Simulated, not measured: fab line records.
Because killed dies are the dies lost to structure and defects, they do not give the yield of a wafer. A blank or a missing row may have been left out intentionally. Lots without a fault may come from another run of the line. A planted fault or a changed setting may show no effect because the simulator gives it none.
8D (eight disciplines) problem report, filled in by code || flow n5 finfet || the parts of the form that need people (team, actions taken, sign-off) are left out

## 1. WHAT WENT WRONG
A mean of 160 is read at N5_PASSIVATION_PROBE_49 for killed_at_M4_up, taken on 1 wafer of 1 lot, against 14 (standard deviation 5.5) on wafers free of any fault. That is +27 standard deviations from the usual mean.
Seen first at day 16 18:17 on prober-01, wafer L161.4. The record holds 3 wafers of 1 lot with a number at this step. By rule, "out" or "out of limits" means more than 4 standard deviations away from the usual mean. Any other wafer with a number is counted as sound.

## 2. WHAT IT IS, AND WHAT IT ISN'T
{"question": "which readings at this step", "is": "killed_at_M4_up, defect limited yield, killed dies, sort_bin_5_function, sort_bin_6_memory, sort n pass, sort yield pct", "is not": "killed_at_M0_to_M3, killed at contacts, killed at front end, killed at other, killed open, killed short, sort_bin_8_speed"}
{"question": "which lots", "is": "L161", "is not": "-"}
{"question": "which wafers of those lots", "is": "L161.4", "is not": "L161.2, L161.5"}
{"question": "read on which tools", "is": "prober-01", "is not": "-"}
{"question": "when", "is": "from day 16 18:17", "is not": "up to then (1 sound wafer); but 1 sound wafer of L161 came after"}

## 3. WHAT RULES OUT EACH SUSPECT
Counting: if a tool at a process step up to the reading ran every lot that is out, it stays a suspect. Sound lots after the first of them don't rule it out here, since some wafers of a struck lot are sound.
- pvd sputter-02 at N5_BEOL_M12_PRE_CLEAN_42 (time 30 s): kept. It ran the lot that is out, L161 (day 15 09:34).
- rie metal-03 at N5_PASSIVATION_ETCH_59 (etches TaN in Cl2/BCl3, target depth 65 nm, time 34.9 s): kept. It ran the lot that is out, L161 (day 16 13:43).
- rie diel-05 at N5_PASSIVATION_STRIP_34 (strips in O2): kept. It ran the lot that is out, L161 (day 16 13:50).
- prober-01 at N5_PASSIVATION_PROBE_49: kept. It ran the lot that is out, L161 (day 16 18:11). On those wafers its own readings are out: defect limited yield, killed_at_M4_up, killed dies, sort_bin_5_function, sort_bin_6_memory, sort n pass, sort yield pct.
- Within rie metal-03 at N5_PASSIVATION_ETCH_59: the wafers that are out ran in chamber 1; their sound lot-mates ran in chamber 0.
- Within rie diel-05 at N5_PASSIVATION_STRIP_34: the wafers that are out ran in chamber 0; their sound lot-mates ran in chamber 1.
Left after counting: pvd sputter-02 at N5_BEOL_M12_PRE_CLEAN_42, rie metal-03 at N5_PASSIVATION_ETCH_59, rie diel-05 at N5_PASSIVATION_STRIP_34, prober-01 at N5_PASSIVATION_PROBE_49.

## 4. THE CAUSE (what the simulator had put in)
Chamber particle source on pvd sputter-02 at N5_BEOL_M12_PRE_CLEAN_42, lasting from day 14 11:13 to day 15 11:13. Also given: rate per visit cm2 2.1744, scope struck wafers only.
4 suspects survive the count, and this tool is in that group.

## 5. SEQUENCE OF EFFECTS, ordered by route
Each row: a reading whose mean over the struck wafers that have a number lies more than 3 standard deviations from the usual. Only readings whose record carries a usual standard deviation are examined. hours: median over the lots of the time between each lot's start at the first step of this table that gives one and its start at this step. sigmas: the change, counted in usual standard deviations.
{"hours": 0, "step": "N5_PASSIVATION_PROBE_49", "reading": "defect limited yield", "usual": "91.3 %", "on struck wafers": 78.1, "change": -13.2, "sigmas": -7.8}
{"hours": 0, "step": "N5_PASSIVATION_PROBE_49", "reading": "killed_at_M4_up", "usual": 14, "on struck wafers": 160, "change": "+146", "sigmas": "+27"}
{"hours": 0, "step": "N5_PASSIVATION_PROBE_49", "reading": "killed dies", "usual": 103, "on struck wafers": 258, "change": "+155", "sigmas": "+7.8"}
{"hours": 0, "step": "N5_PASSIVATION_PROBE_49", "reading": "sort_bin_5_function", "usual": "5.1 %", "on struck wafers": 11.3, "change": "+6.2", "sigmas": "+5.6"}
{"hours": 0, "step": "N5_PASSIVATION_PROBE_49", "reading": "sort_bin_6_memory", "usual": "3.3 %", "on struck wafers": 6.4, "change": "+3.1", "sigmas": "+4.2"}
{"hours": 0, "step": "N5_PASSIVATION_PROBE_49", "reading": "sort n pass", "usual": 1077, "on struck wafers": 922, "change": -155, "sigmas": -7.8}
{"hours": 0, "step": "N5_PASSIVATION_PROBE_49", "reading": "sort yield pct", "usual": "91.3 %", "on struck wafers": 78.1, "change": -13.2, "sigmas": -7.8}
Here are the process steps it includes:
- N5_PASSIVATION_PROBE_49

## 6. WHAT WOULD HAVE CAUGHT IT SOONER
In this record no reading fell out of limits until day 16 18:17, 55 hours after the fault had begun at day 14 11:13.
An alarm limit of 4 standard deviations would not have fired on the tool readings at N5_BEOL_M12_PRE_CLEAN_42 for which the record gives a usual standard deviation, since none of them was out on any struck wafer.
By day 16 18:17 the whole set of lots that are out, 1 in number, had already begun N5_BEOL_M12_PRE_CLEAN_42 on pvd sputter-02. Tool hold at that time: it would have spared none of them.
